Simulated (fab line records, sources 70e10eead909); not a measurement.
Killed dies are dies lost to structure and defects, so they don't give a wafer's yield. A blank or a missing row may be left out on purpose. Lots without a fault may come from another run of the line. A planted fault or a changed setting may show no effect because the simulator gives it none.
fab line records | flow nand_harc
record lots=15 wafers=43 last_day=33
route steps=1302 shown A_ONON_D1@429 A_CHANNEL_HOLE_D1@450
lots that met no fault: from a run of the same line without faults
start_h: hours from the record's first day to the start of the lot's first wafer shown | wait_h: hours since the lot's step before | " the same as in the row above | L1.1+2: a row that stands for several wafers | - no value, or no start given | * or withheld: withheld | < > ~ a bound
route shown NAME@n: a module of which the file shows steps, and the number in the route of the first | usual: mean/standard deviation of fault-free wafers | same: alike in all rows | chamber/n: place in a boat | sites: the reading at each site | _std_site: their standard deviation | _edge_site: outer sites' mean less inner sites' | radius_mm: how far each site lies from the wafer's centre | mask NAME#n: copy n | behind: the tool/chamber that last shaped the wafer | hold: why the lot was held/for how many hours/how that ended | device: the transistor (n, p or np) that didn't switch | end of line: the same wafers' tests at the end of the route | a step without rows: its recipe alone | killed: dies lost to structure and defects at the first sort, not the wafer's yield | map: a wafer's dies, x killed, . not, _ none there
set.NAME: the setting as run; set.NAME@STEP: as run at that earlier step | model.NAME: the simulator's own value behind a step, which no gauge read
steps of the route over a sample of lots; a table a step, a row a wafer
services: from which hour (start_h, from the record's first day; less than 0 if before it) a tool's chamber was out of use, for how many hours, and why
## steps
# step NHARC_A_ONON_D1_THK_MEAS_08
# recipe thk_meas_gauge=ellipsometry
# usual thk_nm=1000/9.7
# columns lot.wafer tool chamber start_h wait_h thk_nm
L651.2 film_metro-01 - 166.97 - 1001
L651.4 " - " " 1000
L651.6 " - " " 1000
L650.2 film_metro-01 - 166.99 - 994
L650.4 " - " " 993
L650.6 " - " " 993
L652.1 film_metro-01 - 181.02 - 1001
L652.3 " - " " 1003
L652.4 " - " " 1001
L653.1 film_metro-02 - 192.84 - 1015
L653.2 " - " " 1014
L653.4 " - " " 1013
L654.1 film_metro-02 - 204.67 - 1003
L654.4 " - " " 1005
L654.6 " - " " 1004
L655.1 film_metro-01 - 212.64 - 988
L655.2 " - " " 987
L655.6 " - " " 988
L656.1 film_metro-02 - 228.53 - 998
L656.4 " - " " 1000
L656.6 " - " " 999
L657.2 film_metro-01 - 235.30 - 1011
L657.4 " - " " 1012
L657.6 " - " " 1013
L658.1 film_metro-02 - 246.99 - 1007
L658.4 " - " " 1007
L658.5 " - " " 1007
L660.1 film_metro-01 - 269.06 - 985
L660.2 " - " " 985
L660.6 " - " " 984
L659.1 film_metro-01 - 269.09 - 999
L659.2 " - " " 1001
L659.5 " - " " 1000
L667.4 film_metro-01 - 333.75 - 994
L667.6 " - " " 992
L669.1 film_metro-01 - 358.74 - 987
L669.3 " - " " 987
L669.4 " - " " 987
L670.3 film_metro-01 - 365.46 - 1004
L670.6 " - " " 1003
L671.1 film_metro-01 - 375.08 - 987
L671.2 " - " " 989
L671.3 " - " " 989
# step NHARC_A_ONON_D1_DEP_28
# recipe target_thk_a=10000 n2_flow_sccm=2750 n2o_flow_sccm=2000 nh3_flow_sccm=500 sih4_flow_sccm=210 temp_c=400
# usual sih4_flow_sccm=210.0/0.64
# columns lot.wafer tool chamber start_h wait_h sih4_flow_sccm
L651.2 pecvd_onon-02 0 177.74 0.1 209.4
L651.4 " 0 " " 208.7
L651.6 " 0 " " 209.7
L650.2 pecvd_onon-03 0 177.75 0.1 209.4
L650.4 " 0 " " 210.3
L650.6 " 0 " " 210.4
L652.1 pecvd_onon-03 0 191.98 0.1 209.1
L652.3 " 0 " " 209.9
L652.4 " 0 " " 209.6
L653.1 pecvd_onon-02 0 203.87 0.1 209.1
L653.2 " 0 " " 209.1
L653.4 " 0 " " 209.9
L654.1 pecvd_onon-02 0 215.19 0.1 210.5
L654.4 " 0 " " 210.2
L654.6 " 0 " " 210.7
L655.1 pecvd_onon-04 0 223.32 0.1 209.0
L655.2 " 0 " " 210.1
L655.6 " 0 " " 209.3
L656.1 pecvd_onon-04 0 239.75 0.1 210.5
L656.4 " 0 " " 210.9
L656.6 " 0 " " 211.0
L657.2 pecvd_onon-03 0 247.64 0.1 209.5
L657.4 " 0 " " 209.3
L657.6 " 0 " " 209.7
L658.1 pecvd_onon-02 0 257.92 0.1 209.5
L658.4 " 0 " " 210.2
L658.5 " 0 " " 208.6
L660.1 pecvd_onon-04 0 279.76 0.1 211.4
L660.2 " 0 " " 211.0
L660.6 " 0 " " 211.8
L659.1 pecvd_onon-03 0 279.77 0.1 211.0
L659.2 " 0 " " 210.7
L659.5 " 0 " " 210.4
L667.4 pecvd_onon-03 0 347.49 0.2 210.8
L667.6 " 0 " " 209.9
L669.1 pecvd_onon-03 0 370.84 0.1 210.4
L669.3 " 0 " " 209.4
L669.4 " 0 " " 210.2
L670.3 pecvd_onon-03 0 376.25 0.2 210.0
L670.6 " 0 " " 209.5
L671.1 pecvd_onon-04 0 387.56 0.1 210.2
L671.2 " 0 " " 210.1
L671.3 " 0 " " 210.0
# step NHARC_A_ONON_D1_THK_MEAS_30
# recipe thk_meas_gauge=ellipsometry
# usual thk_nm=1000/12
# columns lot.wafer tool chamber start_h wait_h thk_nm
L651.2 film_metro-02 - 178.20 - 995
L651.4 " - " " 996
L651.6 " - " " 997
L650.2 film_metro-01 - 178.20 - 984
L650.4 " - " " 983
L650.6 " - " " 987
L652.1 film_metro-02 - 192.49 - 996
L652.3 " - " " 995
L652.4 " - " " 994
L653.1 film_metro-01 - 204.38 - 997
L653.2 " - " " 995
L653.4 " - " " 995
L654.1 film_metro-02 - 215.70 - 981
L654.4 " - " " 981
L654.6 " - " " 981
L655.1 film_metro-01 - 223.83 - 987
L655.2 " - " " 986
L655.6 " - " " 988
L656.1 film_metro-02 - 240.27 - 1026
L656.4 " - " " 1027
L656.6 " - " " 1023
L657.2 film_metro-01 - 248.09 - 1000
L657.4 " - " " 999
L657.6 " - " " 1000
L658.1 film_metro-01 - 258.43 - 996
L658.4 " - " " 995
L658.5 " - " " 997
L660.1 film_metro-02 - 280.27 - 999
L660.2 " - " " 998
L660.6 " - " " 998
L659.1 film_metro-01 - 280.28 - 1013
L659.2 " - " " 1013
L659.5 " - " " 1012
L667.4 film_metro-01 - 347.83 - 1041
L667.6 " - " " 997
L669.1 film_metro-02 - 371.35 - 1004
L669.3 " - " " 1048
L669.4 " - " " 1048
L670.3 film_metro-01 - 376.64 - 1049
L670.6 " - " " 1006
L671.1 film_metro-01 - 388.07 - 1010
L671.2 " - " " 1009
L671.3 " - " " 1009
# step NHARC_A_CHANNEL_HOLE_D1_DEP_00
# recipe target_thk_a=31000 temp_c=400 material=aC
# usual throttle_valve_pct=34.999/0.0094
# columns lot.wafer tool chamber start_h wait_h throttle_valve_pct
L651.2 acl_dep-01 0 179.12 0.4 34.975
L651.4 " 0 " " 34.992
L651.6 " 0 " " 34.998
L650.2 acl_dep-02 0 179.15 0.4 34.990
L650.4 " 0 " " 34.998
L650.6 " 0 " " 34.998
L652.1 acl_dep-02 0 199.01 6.0 34.980
L652.3 " 0 " " 35.002
L652.4 " 0 " " 35.008
L653.1 acl_dep-01 0 206.48 1.5 34.994
L653.2 " 0 " " 34.994
L653.4 " 0 " " 35.001
L654.1 acl_dep-03 0 217.65 1.4 34.987
L654.4 " 0 " " 35.004
L654.6 " 0 " " 35.008
L655.1 acl_dep-02 0 224.45 0.1 34.993
L655.2 " 0 " " 34.984
L655.6 " 0 226.05 1.7 34.993
L656.1 acl_dep-02 0 241.51 0.7 34.989
L656.4 " 0 " " 35.011
L656.6 " 0 " " 34.998
L657.2 acl_dep-03 0 249.97 1.3 35.002
L657.4 " 0 " " 34.996
L657.6 " 0 " " 34.999
L658.1 acl_dep-02 0 263.83 4.8 35.004
L658.4 " 0 " " 35.006
L658.5 " 0 " " 35.003
L660.1 acl_dep-03 0 281.08 0.3 34.991
L660.2 " 0 " " 34.999
L660.6 " 0 282.68 1.9 34.988
L659.1 acl_dep-01 0 281.38 0.3 35.008
L659.2 " 0 " " 34.993
L659.5 " 0 " " 35.000
L667.4 acl_dep-01 0 349.51 1.0 34.999
L667.6 " 0 " " 34.992
L669.1 acl_dep-03 0 372.36 0.4 35.002
L669.3 " 0 " " 34.987
L669.4 " 0 " " 34.999
L670.3 acl_dep-03 0 379.89 2.7 35.014
L670.6 " 0 " " 35.001
L671.1 acl_dep-03 0 390.26 1.6 34.999
L671.2 " 0 " " 34.997
L671.3 " 0 " " 34.998
# step NHARC_A_CHANNEL_HOLE_D1_ETCH_38
# recipe target_depth_a=390 over_etch_frac=0.3 time_s=65 ion_energy_ev=80 cf4_flow_sccm=150 ar_flow_sccm=0 rf_w=300 bias_w=100 chemistry=CF4
# usual drypump_motor_current_A=5.51/0.25 oes_product_au=0.998/0.0074 rf_vpp_V=151.0/1 showerhead_plenum_p_Torr=1.76/0.054 throttle_valve_pct=13.284/0.0098
# columns lot.wafer tool chamber start_h wait_h drypump_motor_current_A oes_product_au rf_hours_counter_h rf_vpp_V showerhead_plenum_p_Torr throttle_valve_pct
L651.2 rie_diel-03 3 181.79 0.1 5.54 1.014 27 150.4 1.74 13.276
L651.4 " 0 " " 4.96 0.999 - 151.9 1.84 13.296
L651.6 " 1 " " 5.32 1.017 - 148.0 1.65 13.277
L650.2 rie_diel-03 3 182.10 0.2 5.51 1.006 27 151.0 1.74 13.303
L650.6 " 3 " " 5.53 0.999 - 151.9 1.74 13.277
L650.4 " 0 " " 5.00 1.008 - 151.5 1.84 13.287
L652.3 rie_diel-04 3 201.82 0.1 5.30 0.995 1 149.5 1.83 13.295
L652.4 " 0 " " 5.94 0.987 1 149.1 1.73 13.278
L652.1 " 2 " " 5.67 1.000 1 151.7 1.79 13.279
L653.4 rie_diel-04 1 209.29 0.1 5.40 0.999 2 150.4 1.69 13.299
L653.2 " 2 " " 5.63 1.007 2 150.2 1.79 13.299
L653.1 " 3 " " 5.33 0.997 2 152.1 1.83 13.269
L654.1 rie_diel-12 3 220.46 0.1 5.50 0.998 35 151.0 1.74 13.267
L654.4 " 1 " " 5.67 0.993 35 152.6 1.83 13.278
L654.6 " 3 " " 5.49 1.003 - 151.2 1.74 13.298
L655.1 rie_diel-04 3 227.40 0.1 5.32 0.992 3 150.7 1.83 13.289
L655.2 " 0 " " 5.90 0.986 3 150.4 1.73 13.289
L655.6 " 2 " " 5.64 0.994 - 151.0 1.78 13.290
L656.4 rie_diel-04 0 244.42 0.1 5.90 1.006 4 151.2 1.73 13.296
L656.1 " 1 " " 5.37 1.001 2 150.0 1.69 13.279
L656.6 " 0 " " 5.91 0.999 - 150.5 1.73 13.274
L657.4 rie_diel-04 0 252.46 0.1 5.91 0.994 5 150.6 1.73 13.293
L657.2 " 2 " " 5.63 0.991 5 151.9 1.78 13.274
L657.6 " 3 " " 5.32 0.994 - 152.1 1.83 13.290
L658.1 rie_diel-12 3 266.76 0.1 5.50 0.995 49 150.8 1.74 13.273
L658.4 " 0 " " 5.47 1.013 53 152.0 1.77 13.281
L658.5 " 3 " " 5.50 0.997 - 151.3 1.74 13.270
L660.1 rie_diel-04 3 283.92 0.1 5.32 1.002 8 153.6 1.83 13.303
L660.2 " 0 " " 5.94 1.002 7 151.0 1.73 13.286
L660.6 " 0 " " 5.93 1.007 - 151.5 1.73 13.286
L659.2 rie_diel-04 3 284.31 0.1 5.35 1.007 8 151.2 1.83 13.271
L659.1 " 1 " " 5.43 1.018 5 151.3 1.69 13.272
L659.5 " 3 " " 5.35 0.999 - 151.8 1.83 13.284
L667.4 rie_diel-04 1 351.35 0.1 5.36 1.008 11 151.4 1.69 13.276
L667.6 " 2 " " 5.65 0.993 - 150.4 1.78 13.287
L669.3 rie_diel-03 0 375.16 0.1 4.98 1.004 24 151.9 1.82 13.295
L669.1 " 1 " " 5.32 0.989 24 152.5 1.90 13.279
L669.4 " 2 " " 5.53 0.998 26 151.3 1.74 13.286
L670.3 rie_diel-04 3 382.19 0.1 5.32 1.012 1 152.6 1.82 13.302
L670.6 " 1 " " 5.35 1.005 - 150.7 1.69 13.281
L671.1 rie_diel-04 0 393.15 0.1 5.92 0.999 3 149.6 1.72 13.264
L671.2 " 1 " " 5.36 1.006 3 150.8 1.69 13.281
L671.3 " 2 " " 5.65 0.998 2 150.5 1.78 13.289
## services
# columns tool chamber start_h hours kind
rie_diel-03 2 168.19 5.1 repair
rie_diel-04 - 178.27 9.0 pm
rie_diel-03 2 178.97 7.5 repair
pecvd_onon-02 - 185.00 13.0 pm
acl_dep-01 - 188.01 13.0 pm
rie_diel-04 0 211.86 3.5 repair
rie_diel-04 1 213.69 22.4 repair
pecvd_onon-03 - 227.24 13.0 pm
rie_diel-03 2 228.34 9.7 repair
acl_dep-02 - 246.59 13.0 pm
rie_diel-12 3 253.39 6.3 repair
rie_diel-12 - 269.08 9.0 pm
rie_diel-03 2 280.12 6.7 repair
rie_diel-03 - 281.30 9.0 pm
acl_dep-03 - 302.26 13.0 pm
rie_diel-04 2 306.28 4.5 repair
pecvd_onon-04 - 311.39 13.0 pm
acl_dep-01 - 313.01 1.9 repair
rie_diel-12 2 316.05 8.9 repair
rie_diel-04 - 355.27 9.0 pm
pecvd_onon-02 - 366.00 13.0 pm
acl_dep-01 - 369.01 13.0 pm
rie_diel-04 3 385.11 14.7 repair
rie_diel-03 3 392.85 3.4 repair
## key
first_sign step=NHARC_A_ONON_D1_THK_MEAS_30 reading=thk_nm direction=up sigmas=4 usual=1000 struck=1047
effect none on later readings
met_at NHARC_A_ONON_D1_DEP_28
struck_lots L667,L669,L670
struck_wafers L667.4,L669.3,L669.4,L670.3
sort_left_out L667.4,L669.3,L669.4,L670.3
tester_left_out L667,L669,L670
not_acting_at NHARC_A_ONON_D1_THK_MEAS_08,NHARC_A_CHANNEL_HOLE_D1_DEP_00,NHARC_A_CHANNEL_HOLE_D1_ETCH_38
onset_between 279.77 347.49
fault kind=process_parameter_drift tool=pecvd_onon-03 chamber=- onset_h=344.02 steps=NHARC_A_ONON_D1_DEP_28 channel=target_thk_a offset=* shape=step end_h=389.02 scope=struck_wafers_only acts_in=* stated=*
# tester_left_out: of these lots the tester's yield and bins aren't shown, on N5 and GAA mostly nor the transistor test; their killed dies are dies lost to structure and defects alone, not to doping, threshold or leakage, so they don't give the yield
# sort_left_out: the simulated sort isn't trusted on such a fault, so these wafers' sort isn't shown, and their yield isn't known
